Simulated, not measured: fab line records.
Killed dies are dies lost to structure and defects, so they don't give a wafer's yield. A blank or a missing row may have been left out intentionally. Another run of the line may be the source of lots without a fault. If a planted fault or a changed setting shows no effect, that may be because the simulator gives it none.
fab line records | flow n5Finfet | part 1 of 2: steps 1 to 4 of 6
[record] lots = 22 wafers = 66 lastDay = 19
route steps=1938 shown BEOL_M14@1756 BEOL_M15@1773
lots that met no fault: from a run of the same line without faults
startH: hours from the record's opening day to when the first of the lot's shown wafers began | waitH: hours elapsed since this lot's preceding step | " the same as in the row above | L1.1+2: several wafers, shown together as one row | - either no value or no given start | * or withheld: withheld | < > ~ a bound
route shown NAME@n: NAME is a module with steps in the file, n the number in the route of the first one | usual: mean/standard deviation taken from wafers without a fault | same: alike in all rows | chamber/n: place in a boat | sites: readings site by site | _std_site: how widely they spread, as a standard deviation | _edge_site: the outer-site mean with the inner-site mean subtracted | radiusMm: how far each site lies from the wafer's centre | mask NAME#n: copy n | behind: the tool/chamber that last shaped the wafer | hold: the reason the lot was held/the length of the hold in hours/how it ended | device: names the non-switching transistor (n, p or np) | end of line: tests run on the same wafers once the route is complete | a step without rows: its recipe alone | killed: not the wafer's yield, but the dies lost to structure and defects at the first sort | map: shows each die of a wafer: x if killed, . if not, _ if none is there
set.NAME: the run value of the setting; set.NAME@STEP: its run value at that earlier step | model.NAME: the simulator's own value behind a step, which no gauge read
route steps across a sampled set of lots; one table per step, one row per wafer
services: a tool's chamber out of use, with start hour (startH, from the record's first day; less than 0 if before it), hours out, and reason
[[steps]]
[step N5_BEOL_M14_STRIP_37]
[recipe] chemistry = O2 powerW = 600 tempC = 60 pressureMtorr = 30 rfFrequencyHz = 6e+07 biasPowerW = 0 overashFraction = 0.3 o2FlowSccm = 225
[usual] drypumpMotorCurrentA = 5.7/0.43 oesProductAu = 0.81/0.092 rfVppV = 3.6/0.95 showerheadPlenumPTorr = 2.10/0.044 throttleValvePct = 16.66/0.22
// columns lot.wafer tool chamber startH waitH drypumpMotorCurrentA oesProductAu rfHoursCounterH rfVppV showerheadPlenumPTorr throttleValvePct
L075.2 rieDiel-02 2 291.14 0.5 5.8 0.80 86 2.1 2.12 16.68
L075.3 " 0 " " 5.2 0.93 10 3.0 2.15 16.57
L075.5 " 0 " " 5.2 0.91 - 4.1 2.15 16.63
L076.1 rieDiel-05 0 292.79 1.2 6.2 0.70 211 4.1 2.10 17.02
L076.2 " 2 " " 5.5 0.99 0 1.5 2.07 16.39
L076.6 " 1 " " 5.4 0.71 - 2.9 2.07 16.96
L077.1 rieDiel-02 3 297.35 2.4 6.3 0.85 64 4.8 2.21 16.59
L077.2 " 0 " " 5.2 0.89 14 4.0 2.15 16.60
L077.6 " 0 " " 5.2 0.89 - 2.5 2.15 16.62
L078.1 rieDiel-02 2 309.02 1.1 5.8 0.80 93 4.1 2.12 16.71
L078.3 " 1 " " 5.0 0.96 2 2.6 2.06 16.42
L078.4 " 3 " " 6.3 0.84 69 4.3 2.21 16.57
L080.3 rieDiel-06 1 309.98 0.4 5.7 0.78 80 3.4 2.10 16.36
L080.5 " 0 " " 5.8 0.82 - 2.7 2.11 16.59
L080.6 " 3 " " 5.8 0.71 - 2.9 2.08 16.95
L079.1 rieDiel-02 3 315.43 1.8 6.4 0.84 71 3.3 2.21 16.63
L079.3 " 0 " " 5.2 0.89 21 3.0 2.14 16.65
L079.6 " 2 " " 5.8 0.79 - 4.3 2.12 16.69
L081.1 rieDiel-05 2 318.45 1.1 5.5 0.93 8 4.5 2.07 16.34
L081.2 " 3 " " 5.3 0.81 81 3.9 2.11 16.49
L081.5 " 3 " " 5.3 0.82 - 5.4 2.11 16.50
L082.1 rieDiel-05 1 328.74 2.2 5.4 0.69 226 2.5 2.06 16.99
L082.2 " 0 " " 6.2 0.68 226 4.2 2.09 17.09
L082.6 " 2 " " 5.5 0.92 - 4.4 2.07 16.39
L083.1 rieDiel-05 3 330.04 0.3 5.3 0.81 85 2.1 2.11 16.50
L083.2 " 0 " " 6.2 0.68 226 1.7 2.09 17.10
L083.3 " 1 " " 5.4 0.69 226 4.9 2.06 16.98
L087.2 rieDiel-05 2 342.97 0.3 5.5 0.90 17 4.6 2.07 16.39
L087.5 " 3 " " 5.3 0.80 - 4.3 2.11 16.51
L087.6 " 0 " " 6.2 0.68 - 2.0 2.09 17.12
L085.1 rieDiel-06 3 355.44 5.1 5.8 0.68 240 2.9 2.08 17.00
L085.3 " 0 " " 5.8 0.81 98 4.4 2.11 16.65
L085.6 " 1 " " 5.7 0.76 - 4.0 2.09 16.38
L086.1 rieDiel-06 3 360.07 2.3 5.8 0.68 242 3.4 2.08 16.94
L086.3 " 1 " " 5.8 0.76 102 3.1 2.09 16.42
L086.5 " 3 " " 5.8 0.67 - 3.5 2.08 16.97
L089.1 rieDiel-06 0 366.12 1.9 5.8 0.81 102 4.1 2.10 16.67
L089.3 " 3 " " 5.8 0.67 244 4.6 2.08 16.98
L089.6 " 1 " " 5.7 0.77 - 1.8 2.09 16.42
L091.1 rieDiel-05 0 373.32 4.2 6.2 0.66 243 3.8 2.09 17.14
L091.4 " 3 " " 5.4 0.79 101 3.0 2.10 16.50
L091.6 " 2 " " 5.5 0.88 - 4.2 2.06 16.38
L088.3 rieDiel-02 3 373.75 3.8 6.3 0.83 93 4.4 2.20 16.65
L088.5 " 2 " " 5.8 0.78 - 4.3 2.11 16.71
L088.6 " 1 " " 4.9 0.90 - 4.0 2.05 16.42
L092.2 rieDiel-06 1 378.50 0.9 5.7 0.77 108 2.9 2.09 16.40
L092.3 " 0 " " 5.8 0.79 105 3.6 2.10 16.70
L092.6 " 2 " " 6.3 1.01 - 3.8 2.05 16.39
L090.1 rieDiel-06 0 386.09 2.1 5.8 0.80 107 3.3 2.10 16.68
L090.3 " 2 " " 6.3 1.00 6 3.9 2.05 16.41
L090.5 " 3 " " 5.8 0.68 - 4.6 2.07 16.99
L093.1 rieDiel-02 3 403.33 1.6 6.4 0.81 105 3.8 2.20 16.66
L093.3 " 0 " " 5.2 0.84 45 4.4 2.14 16.65
L093.5 " 3 " " 6.4 0.80 - 4.2 2.20 16.68
L095.1 rieDiel-02 2 407.35 0.8 5.8 0.78 132 1.9 2.10 16.75
L095.4 " 1 " " 5.0 0.89 41 3.3 2.05 16.49
L095.6 " 1 " " 5.0 0.86 - 3.6 2.05 16.46
L094.1 rieDiel-02 2 414.59 0.1 5.8 0.76 134 3.6 2.10 16.76
L094.2 " 3 " " 6.3 0.80 109 4.3 2.19 16.68
L094.5 " 3 " " 6.3 0.80 - 3.2 2.19 16.65
L097.1 rieDiel-06 2 426.94 0.4 6.3 0.95 24 2.9 2.04 16.43
L097.3 " 0 " " 5.8 0.78 124 3.8 2.10 16.70
L097.6 " 1 " " 5.8 0.76 - 4.3 2.08 16.45
L096.1 rieDiel-06 0 430.33 2.0 5.8 0.78 125 1.8 2.10 16.73
L096.3 " 3 " " 5.8 0.94 8 6.1 2.07 16.52
L096.4 " 3 " " 5.8 0.94 - 5.7 2.07 16.56
[step N5_BEOL_M14_DEP_53]
[recipe] material = SiCN targetThkA = 500 tempC = withheld precursor = 3MS/NH3 pressureTorr = 3 rfW = 675 timeS = 17.8
[usual] showerheadPlenumPTorr = 4.162/0.027 throttleValvePct = 18.6/0.73
[same] timeS = 17.8
// columns lot.wafer tool chamber startH waitH showerheadPlenumPTorr throttleValvePct
L075.2 pecvd-02 0 293.71 0.0 4.156 19.0
L075.3 " 2 " " 4.167 17.3
L075.5 " 0 " " 4.147 18.8
L076.1 pecvd-01 0 295.21 0.0 4.169 19.5
L076.2 " 1 " " 4.188 18.5
L076.6 " 0 " " 4.157 19.5
L077.1 pecvd-04 2 300.82 0.0 4.118 17.5
L077.2 " 1 " " 4.182 18.7
L077.6 " 0 " " 4.195 19.7
L078.1 pecvd-01 1 311.02 0.0 4.192 18.3
L078.3 " 2 " " 4.127 18.0
L078.4 " 2 " " 4.123 18.6
L080.3 pecvd-04 0 311.75 0.0 4.187 19.2
L080.5 " 2 " " 4.123 17.4
L080.6 " 0 " " 4.196 19.4
L079.1 pecvd-01 0 317.33 0.0 4.158 19.6
L079.3 " 1 " " 4.183 18.5
L079.6 " 2 " " 4.114 18.5
L081.1 pecvd-01 1 320.33 0.0 4.189 18.3
L081.2 " 0 " " 4.153 19.5
L081.5 " 0 " " 4.154 19.5
L082.1 pecvd-04 0 330.93 0.0 4.181 19.5
L082.2 " 2 " " 4.135 17.5
L082.6 " 2 " " 4.133 17.3
L083.1 pecvd-01 2 331.74 0.0 4.110 18.2
L083.2 " 0 " " 4.158 19.5
L083.3 " 1 " " 4.188 18.3
L087.2 pecvd-01 0 345.15 0.0 4.160 19.7
L087.5 " 1 " " 4.192 18.5
L087.6 " 2 " " 4.116 18.1
L085.1 pecvd-04 0 357.40 0.0 4.187 19.4
L085.3 " 1 " " 4.175 18.7
L085.6 " 0 " " 4.186 19.5
L086.1 pecvd-02 0 361.79 0.0 4.142 18.8
L086.3 " 2 " " 4.166 17.4
L086.5 " 2 " " 4.155 17.1
L089.1 pecvd-04 1 371.05 0.0 4.188 18.8
L089.3 " 2 " " 4.144 17.6
L089.6 " 2 " " 4.130 17.9
L091.1 pecvd-01 0 375.24 0.0 4.167 19.6
L091.4 " 0 " " 4.151 20.0
L091.6 " 1 " " 4.184 18.3
L088.3 pecvd-01 0 375.87 0.0 4.159 19.6
L088.5 " 0 " " 4.157 19.3
L088.6 " 2 " " 4.126 18.4
L092.2 pecvd-04 0 380.38 0.0 4.182 19.5
L092.3 " 1 " " 4.195 18.8
L092.6 " 2 " " 4.121 17.8
L090.1 pecvd-01 1 388.19 0.0 4.197 18.2
L090.3 " 0 " " 4.154 19.6
L090.5 " 0 " " 4.153 19.5
L093.1 pecvd-04 0 406.10 0.0 4.189 19.7
L093.3 " 2 " " 4.133 17.6
L093.5 " 0 " " 4.188 19.4
L095.1 pecvd-04 1 409.29 0.0 4.196 18.7
L095.4 " 2 " " 4.125 17.7
L095.6 " 1 " " 4.183 18.5
L094.1 pecvd-04 2 416.86 0.0 4.132 17.6
L094.2 " 1 " " 4.182 18.7
L094.5 " 0 " " 4.193 19.6
L097.1 pecvd-04 0 428.63 0.0 4.190 19.3
L097.3 " 1 " " 4.182 18.6
L097.6 " 2 " " 4.129 17.4
L096.1 pecvd-04 1 432.99 0.0 4.181 18.5
L096.3 " 0 " " 4.197 19.6
L096.4 " 0 " " 4.185 19.4
[step N5_BEOL_M15_ILD_DEP_00]
[recipe] material = SiO2 targetThkA = 16293 tempC = 400 precursor = TEOS/O2 pressureTorr = 6.5 rfW = 900 teosFlowSccm = 161.4 gas = O2 flowSccm = 2650 timeS = 346.1
[usual] heaterPowerW = 502/73 showerheadPlenumPTorr = 8.35/0.031 throttleValvePct = 19.1/0.85
[same] timeS = 346.1
// columns lot.wafer tool chamber startH waitH heaterPowerW showerheadPlenumPTorr throttleValvePct
L075.2 pecvd-02 1 293.90 0.0 491 8.33 18.2
L075.3 " 0 " " 599 8.33 19.2
L075.5 " 2 " " 626 8.33 17.8
L076.1 pecvd-04 1 295.34 0.0 431 8.39 19.3
L076.2 " 0 " " 450 8.40 19.9
L076.6 " 1 " " 549 8.39 19.1
L077.1 pecvd-03 2 300.95 0.0 484 8.37 18.5
L077.2 " 1 " " 619 8.36 20.5
L077.6 " 0 " " 530 8.34 19.4
L078.1 pecvd-03 1 311.15 0.0 492 8.35 20.6
L078.3 " 2 " " 391 8.36 18.6
L078.4 " 1 " " 586 8.33 20.6
L080.3 pecvd-03 2 311.88 0.0 466 8.36 18.6
L080.5 " 1 " " 451 8.33 20.2
L080.6 " 0 " " 448 8.34 19.0
L079.1 pecvd-02 0 317.45 0.0 585 8.32 19.4
L079.3 " 2 " " 616 8.34 17.8
L079.6 " 0 " " 473 8.33 19.5
L081.1 pecvd-03 1 320.46 0.0 557 8.33 20.6
L081.2 " 0 " " 548 8.37 19.3
L081.5 " 1 " " 450 8.35 20.2
L082.1 pecvd-02 0 331.06 0.0 581 8.33 19.3
L082.2 " 2 " " 625 8.34 17.9
L082.6 " 1 " " 609 8.34 18.4
L083.1 pecvd-04 1 331.87 0.0 470 8.39 19.1
L083.2 " 2 " " 649 8.29 18.1
L083.3 " 0 " " 495 8.38 20.3
L087.2 pecvd-04 0 345.28 0.0 447 8.38 19.9
L087.5 " 1 " " 424 8.39 19.2
L087.6 " 0 " " 491 8.39 19.9
L085.1 pecvd-02 0 357.53 0.0 506 8.33 19.5
L085.3 " 2 " " 483 8.33 17.7
L085.6 " 0 " " 475 8.32 19.3
L086.1 pecvd-04 0 361.92 0.0 499 8.42 20.1
L086.3 " 1 " " 453 8.39 19.2
L086.5 " 0 " " 369 8.37 20.2
L089.1 pecvd-03 1 371.18 0.0 585 8.33 20.4
L089.3 " 2 " " 464 8.36 18.3
L089.6 " 0 " " 455 8.34 19.4
L091.1 pecvd-02 2 375.37 0.0 604 8.30 18.0
L091.4 " 0 " " 469 8.35 19.4
L091.6 " 2 " " 487 8.33 17.8
L088.3 pecvd-04 1 376.00 0.0 429 8.40 19.4
L088.5 " 2 " " 506 8.30 18.2
L088.6 " 0 " " 486 8.41 20.2
L092.2 pecvd-03 2 380.50 0.0 438 8.35 18.3
L092.3 " 0 " " 548 8.35 19.3
L092.6 " 2 " " 490 8.37 18.7
L090.1 pecvd-03 2 388.32 0.0 473 8.33 18.7
L090.3 " 2 " " 375 8.36 18.4
L090.5 " 2 " " 465 8.36 18.5
L093.1 pecvd-03 1 406.23 0.0 571 8.34 20.2
L093.3 " 2 " " 408 8.34 18.6
L093.5 " 0 " " 438 8.35 19.2
L095.1 pecvd-03 1 409.42 0.0 457 8.37 20.6
L095.4 " 1 " " 542 8.34 20.5
L095.6 " 2 " " 365 8.34 18.6
L094.1 pecvd-03 1 416.99 0.0 589 8.33 20.6
L094.2 " 0 " " 506 8.35 19.1
L094.5 " 1 " " 474 8.35 20.7
L097.1 pecvd-03 2 428.76 0.0 385 8.36 18.9
L097.3 " 2 " " 474 8.37 18.6
L097.6 " 2 " " 374 8.34 18.7
L096.1 pecvd-04 2 433.12 0.0 621 8.31 18.6
L096.3 " 0 " " 407 8.37 19.8
L096.4 " 2 " " 491 8.28 18.4
[step N5_BEOL_M15_ETCH_59]
[recipe] chemistry = N2/H2 target = BARC targetDepthA = 890 overetchA = 267 timeS = 67.9 ionEnergyEv = 200 pressureMtorr = 30 sourceW = 840 biasW = 150 n2FlowSccm = 200 h2FlowSccm = 200
[usual] drypumpMotorCurrentA = 5.8/0.52 oesProductAu = 0.65/0.064 rfVppV = 523.5/2.3 showerheadPlenumPTorr = 2.53/0.079 throttleValvePct = 18.0/0.33
[same] timeS = 67.9
// columns lot.wafer tool chamber startH waitH drypumpMotorCurrentA oesProductAu rfHoursCounterH rfVppV showerheadPlenumPTorr throttleValvePct
L075.2 rieDiel-03 2 295.00 0.0 4.7 0.63 180 525.9 2.63 18.2
L075.3 " 0 " " 5.0 0.60 189 522.4 2.54 18.3
L075.5 " 1 " " 6.1 0.61 - 524.7 2.62 18.1
L076.1 rieDiel-04 2 296.14 0.0 5.3 0.76 29 521.5 2.50 17.8
L076.2 " 0 " " 5.9 0.58 247 525.7 2.61 17.8
L076.6 " 2 " " 5.3 0.75 - 522.3 2.50 17.8
L077.1 rieDiel-03 3 301.92 0.0 6.4 0.69 99 522.5 2.45 17.8
L077.2 " 0 " " 5.0 0.61 192 524.4 2.54 18.3
L077.6 " 0 " " 5.0 0.61 - 522.4 2.54 18.4
L078.1 rieDiel-04 1 311.82 0.0 6.1 0.65 160 521.9 2.45 18.5
L078.3 " 3 " " 6.0 0.61 209 523.7 2.52 18.1
L078.4 " 3 " " 5.9 0.61 - 521.7 2.52 18.2
L080.3 rieDiel-01 1 312.80 0.0 6.3 0.58 230 520.0 2.42 18.3
L080.5 " 0 " " 6.2 0.73 - 521.4 2.50 17.4
L080.6 " 1 " " 6.3 0.59 - 518.9 2.42 18.3
L079.1 rieDiel-01 0 318.13 0.0 6.2 0.73 40 522.5 2.49 17.4
L079.3 " 1 " " 6.3 0.58 231 520.2 2.42 18.3
L079.6 " 1 " " 6.2 0.58 - 522.2 2.42 18.3
L081.1 rieDiel-04 2 321.14 0.0 5.2 0.74 39 522.0 2.50 17.8
L081.2 " 3 " " 5.9 0.60 214 523.3 2.52 18.1
L081.5 " 3 " " 5.9 0.61 - 523.2 2.52 18.2
L082.1 rieDiel-04 2 331.73 0.0 5.3 0.74 42 523.2 2.50 17.8
L082.2 " 1 " " 6.1 0.64 167 522.2 2.45 18.5
L082.6 " 1 " " 6.1 0.65 - 520.6 2.45 18.5
L083.1 rieDiel-03 3 332.67 0.0 6.4 0.68 111 521.8 2.45 17.8
L083.2 " 1 " " 6.1 0.60 235 525.1 2.62 18.1
L083.3 " 2 " " 4.7 0.62 194 525.4 2.63 18.3
L087.2 rieDiel-01 3 346.24 0.0 6.2 0.61 219 524.9 2.64 17.9
L087.5 " 2 " " 5.7 0.63 - 525.6 2.62 18.1
L087.6 " 3 " " 6.2 0.61 - 526.2 2.64 17.9
L085.1 rieDiel-01 0 358.44 0.0 6.2 0.71 52 521.6 2.49 17.4
L085.3 " 2 " " 5.7 0.62 221 526.4 2.61 18.1
L085.6 " 2 " " 5.7 0.62 - 525.6 2.61 18.1
L086.1 rieDiel-01 0 362.73 0.0 6.1 0.72 54 521.9 2.49 17.5
L086.3 " 2 " " 5.7 0.62 222 525.2 2.61 18.1
L086.5 " 1 " " 6.3 0.58 - 519.5 2.42 18.3
L089.1 rieDiel-01 3 371.85 0.0 6.2 0.60 226 526.0 2.63 17.9
L089.3 " 2 " " 5.7 0.62 224 527.5 2.61 18.1
L089.6 " 2 " " 5.7 0.62 - 524.6 2.61 18.1
L091.1 rieDiel-04 1 376.04 0.0 6.1 0.64 178 521.5 2.44 18.5
L091.4 " 3 " " 6.0 0.60 231 521.5 2.52 18.2
L091.6 " 2 " " 5.2 0.71 - 524.4 2.49 17.8
L088.3 rieDiel-01 1 376.68 0.0 6.2 0.58 250 521.5 2.42 18.3
L088.5 " 3 " " 6.2 0.61 - 526.6 2.63 17.9
L088.6 " 1 " " 6.2 0.58 - 522.2 2.42 18.3
L092.2 rieDiel-03 2 381.18 0.0 4.7 0.61 210 526.2 2.62 18.3
L092.3 " 0 " " 5.0 0.59 214 523.0 2.53 18.4
L092.6 " 2 " " 4.7 0.61 - 527.3 2.62 18.3
L090.1 rieDiel-04 2 389.23 0.0 5.3 0.70 61 521.1 2.49 17.8
L090.3 " 3 " " 6.0 0.59 235 524.0 2.51 18.2
L090.5 " 0 " " 5.9 0.79 - 524.9 2.61 17.3
L093.1 rieDiel-03 2 407.03 0.0 4.8 0.61 219 527.5 2.62 18.3
L093.3 " 1 " " 6.1 0.82 3 525.6 2.61 17.7
L093.5 " 3 " " 6.4 0.66 - 522.5 2.44 17.8
L095.1 rieDiel-03 2 410.78 0.0 4.7 0.61 221 526.6 2.62 18.3
L095.4 " 0 " " 5.0 0.59 225 522.6 2.53 18.4
L095.6 " 2 " " 4.7 0.61 - 528.1 2.62 18.3
L094.1 rieDiel-04 3 417.91 0.0 6.0 0.59 244 524.1 2.51 18.2
L094.2 " 1 " " 6.1 0.63 192 519.3 2.44 18.6
L094.5 " 3 " " 6.0 0.59 - 523.9 2.51 18.2
L097.1 rieDiel-03 3 429.68 0.0 6.4 0.66 144 522.1 2.44 17.8
L097.3 " 1 " " 6.1 0.80 9 526.0 2.61 17.7
L097.6 " 2 " " 4.7 0.60 - 525.4 2.61 18.3
L096.1 rieDiel-01 3 433.80 0.0 6.2 0.60 247 525.5 2.62 17.9
L096.3 " 2 " " 5.7 0.61 245 525.1 2.60 18.2
L096.4 " 0 " " 6.2 0.69 73 521.2 2.48 17.5
